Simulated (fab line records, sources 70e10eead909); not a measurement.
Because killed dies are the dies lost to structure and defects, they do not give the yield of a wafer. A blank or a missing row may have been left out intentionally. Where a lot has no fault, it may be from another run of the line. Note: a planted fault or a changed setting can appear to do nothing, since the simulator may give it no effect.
Which tool did it? :: flow nand-harc :: 12 lots (36 wafers sampled), 1 step of a 1159-step route

WHAT THE GAUGES READ, wafer by wafer
NHARC_P_M2_INSPECT_11.
lot: L076
measured: day 6 07:28
on: defect-inspect-02
raw-defect-count: 6 1 3

lot: L078
measured: day 7 01:08
on: defect-inspect-01
raw-defect-count: 5 5 6

lot: L079
measured: day 7 11:06
on: defect-inspect-02
raw-defect-count: 5 7 2

lot: L080
measured: day 7 16:57
on: defect-inspect-02
raw-defect-count: 6 3 4

lot: L082
measured: day 8 08:59
on: defect-inspect-02
raw-defect-count: 3 2 5

lot: L086
measured: day 9 10:44
on: defect-inspect-01
raw-defect-count: 5 5 5

lot: L087
measured: day 9 11:47
on: defect-inspect-01
raw-defect-count: 2 5 1

lot: L089
measured: day 9 20:46
on: defect-inspect-01
raw-defect-count: 1 4 2

lot: L090
measured: day 10 11:11
on: defect-inspect-02
raw-defect-count: 4 6 4

lot: L093
measured: day 10 18:23
on: defect-inspect-02
raw-defect-count: 5 2 4

lot: L097
measured: day 11 13:17
on: defect-inspect-02
raw-defect-count: 0 3 4

lot: L096
measured: day 11 14:47
on: defect-inspect-02
raw-defect-count: 4 1 2

TOOL THAT RAN EACH LOT (tool first, then ch and the chambers of the sampled wafers, then the start)
Record: no process step prior to these readings.

THE ANSWER, worked out from the rows above alone
Rule: usual is defined by the lots themselves. Put in order of their means at a reading, lots are off if they are a third of the lots or fewer, leave a main group of 4 or more, and stand apart from it by a gap of 3 or more times the standard deviation of the main group's means; of several such gaps the widest counts. If all means in a main group match to the digits the tables above print for the reading, that group is not used. A lot without any number at a reading at which 4 lots or more have one is off too. All remaining lots with rows at the step are treated as sound.
None of the lots is off at any reading shown; this tells nothing.

WHAT THE SIMULATOR HAD INSERTED
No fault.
